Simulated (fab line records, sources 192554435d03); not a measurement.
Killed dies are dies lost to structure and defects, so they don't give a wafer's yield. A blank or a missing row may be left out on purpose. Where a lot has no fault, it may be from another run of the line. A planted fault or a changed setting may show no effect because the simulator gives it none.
Which tool is to blame? || flow n5 finfet || 12 lots, 36 wafers sampled, at 4 steps of a route of 1938

WHAT EACH GAUGE READ, for each wafer
N5_BEOL_M6_THK_MEAS_53: measures by xrf.
{"lot": "L075", "measured": "day 8 22:38", "on": "film metro-02", "M6_THK (nm)": "86.7 82.9 84.4"}
{"lot": "L077", "measured": "day 9 23:29", "on": "film metro-01", "M6_THK (nm)": "85.6 86.6 82.3"}
{"lot": "L079", "measured": "day 10 09:16", "on": "film metro-01", "M6_THK (nm)": "83.6 84.4 84.9"}
{"lot": "L081", "measured": "day 10 13:49", "on": "film metro-01", "M6_THK (nm)": "90.0 89.8 86.9"}
{"lot": "L083", "measured": "day 11 16:17", "on": "film metro-01", "M6_THK (nm)": "82.1 85.7 81.6"}
{"lot": "L084", "measured": "day 11 20:54", "on": "film metro-01", "M6_THK (nm)": "81.3 83.0 82.2"}
{"lot": "L087", "measured": "day 11 23:37", "on": "film metro-02", "M6_THK (nm)": "81.8 86.2 83.6"}
{"lot": "L091", "measured": "day 13 06:47", "on": "film metro-01", "M6_THK (nm)": "83.8 86.5 86.3"}
{"lot": "L089", "measured": "day 13 12:03", "on": "film metro-02", "M6_THK (nm)": "81.8 88.5 86.6"}
{"lot": "L092", "measured": "day 13 17:58", "on": "film metro-02", "M6_THK (nm)": "82.9 89.0 87.0"}
{"lot": "L095", "measured": "day 14 10:09", "on": "film metro-02", "M6_THK (nm)": "82.7 82.2 81.7"}
{"lot": "L097", "measured": "day 14 17:42", "on": "film metro-02", "M6_THK (nm)": "83.8 84.6 85.7"}

EACH LOT AND THE TOOL THAT RAN IT (in order: tool; ch and the chambers of the sampled wafers; start)
{"lot": "L075", "N5_BEOL_M5_TRENCH_ETCH_37": "rie diel-01 ch 0,2, day 8 19:30 or earlier", "N5_BEOL_M6_STRIP_36": "rie diel-02 ch 0,2, day 8 19:30", "N5_BEOL_M6_ANNEAL_51": "rtp anneal-02 ch 0, day 8 22:05"}
{"lot": "L077", "N5_BEOL_M5_TRENCH_ETCH_37": "rie diel-01 ch 1,3, day 9 20:48 or earlier", "N5_BEOL_M6_STRIP_36": "rie diel-03 ch 0,1,3, day 9 20:48", "N5_BEOL_M6_ANNEAL_51": "rtp anneal-01 ch 0, day 9 22:56"}
{"lot": "L079", "N5_BEOL_M5_TRENCH_ETCH_37": "rie diel-04 ch 0,1,2, day 10 05:28 or earlier", "N5_BEOL_M6_STRIP_36": "rie diel-03 ch 1,2,3, day 10 05:28", "N5_BEOL_M6_ANNEAL_51": "rtp anneal-01 ch 0, day 10 08:41"}
{"lot": "L081", "N5_BEOL_M5_TRENCH_ETCH_37": "rie diel-01 ch 0,1,3, day 10 10:50 or earlier", "N5_BEOL_M6_STRIP_36": "rie diel-02 ch 0,1, day 10 10:50", "N5_BEOL_M6_ANNEAL_51": "rtp anneal-01 ch 0, day 10 13:19"}
{"lot": "L083", "N5_BEOL_M5_TRENCH_ETCH_37": "rie diel-05 ch 0,1,3, day 11 12:14 or earlier", "N5_BEOL_M6_STRIP_36": "rie diel-06 ch 0,1,3, day 11 12:14", "N5_BEOL_M6_ANNEAL_51": "rtp anneal-01 ch 0, day 11 15:45"}
{"lot": "L084", "N5_BEOL_M5_TRENCH_ETCH_37": "rie diel-01 ch 0,1,3, day 11 18:27 or earlier", "N5_BEOL_M6_STRIP_36": "rie diel-06 ch 0,1, day 11 18:27", "N5_BEOL_M6_ANNEAL_51": "rtp anneal-02 ch 0, day 11 20:21"}
{"lot": "L087", "N5_BEOL_M5_TRENCH_ETCH_37": "rie diel-01 ch 1,3, day 11 20:40 or earlier", "N5_BEOL_M6_STRIP_36": "rie diel-03 ch 0,2,3, day 11 20:40", "N5_BEOL_M6_ANNEAL_51": "rtp anneal-01 ch 0, day 11 22:55"}
{"lot": "L091", "N5_BEOL_M5_TRENCH_ETCH_37": "rie diel-01 ch 0,1,2, day 13 04:05 or earlier", "N5_BEOL_M6_STRIP_36": "rie diel-06 ch 0,1,2, day 13 04:05", "N5_BEOL_M6_ANNEAL_51": "rtp anneal-02 ch 0, day 13 06:11"}
{"lot": "L089", "N5_BEOL_M5_TRENCH_ETCH_37": "rie diel-05 ch 0,3, day 13 07:51 or earlier", "N5_BEOL_M6_STRIP_36": "rie diel-06 ch 1,3, day 13 07:51", "N5_BEOL_M6_ANNEAL_51": "rtp anneal-02 ch 0, day 13 11:32"}
{"lot": "L092", "N5_BEOL_M5_TRENCH_ETCH_37": "rie diel-01 ch 0,2,3, day 13 15:17 or earlier", "N5_BEOL_M6_STRIP_36": "rie diel-06 ch 0,2,3, day 13 15:17", "N5_BEOL_M6_ANNEAL_51": "rtp anneal-02 ch 0, day 13 17:25"}
{"lot": "L095", "N5_BEOL_M5_TRENCH_ETCH_37": "rie diel-04 ch 0,1, day 14 07:28 or earlier", "N5_BEOL_M6_STRIP_36": "rie diel-02 ch 0,1,3, day 14 07:28", "N5_BEOL_M6_ANNEAL_51": "rtp anneal-01 ch 0, day 14 09:42"}
{"lot": "L097", "N5_BEOL_M5_TRENCH_ETCH_37": "rie diel-01 ch 0,1,3, day 14 14:52 or earlier", "N5_BEOL_M6_STRIP_36": "rie diel-06 ch 0,1,2, day 14 14:52", "N5_BEOL_M6_ANNEAL_51": "rtp anneal-02 ch 0, day 14 17:05"}
- N5_BEOL_M5_TRENCH_ETCH_37: etches SiCOH lowk in C4F6/O2, target depth 71.652 nm, time 24.7 s.
- N5_BEOL_M6_STRIP_36: strips in N2/H2.
- N5_BEOL_M6_ANNEAL_51: time 90 s.

THE ANSWER, worked out from the rows above alone
Rule: the lots themselves supply what counts as usual. Put in order of their means at a reading, lots are off if they are a third of the lots or fewer, leave a main group of 4 or more, and stand apart from it by a gap of 3 or more times the standard deviation of the main group's means; of several such gaps the widest counts. If all means in a main group match to the digits the tables above print for the reading, that group is not used. A lot without any number at a reading at which 4 lots or more have one is off too. All remaining lots with rows at the step are treated as sound.
No lot is off at any reading shown: from this, nothing can be told.

WHAT THE SIMULATOR PUT IN
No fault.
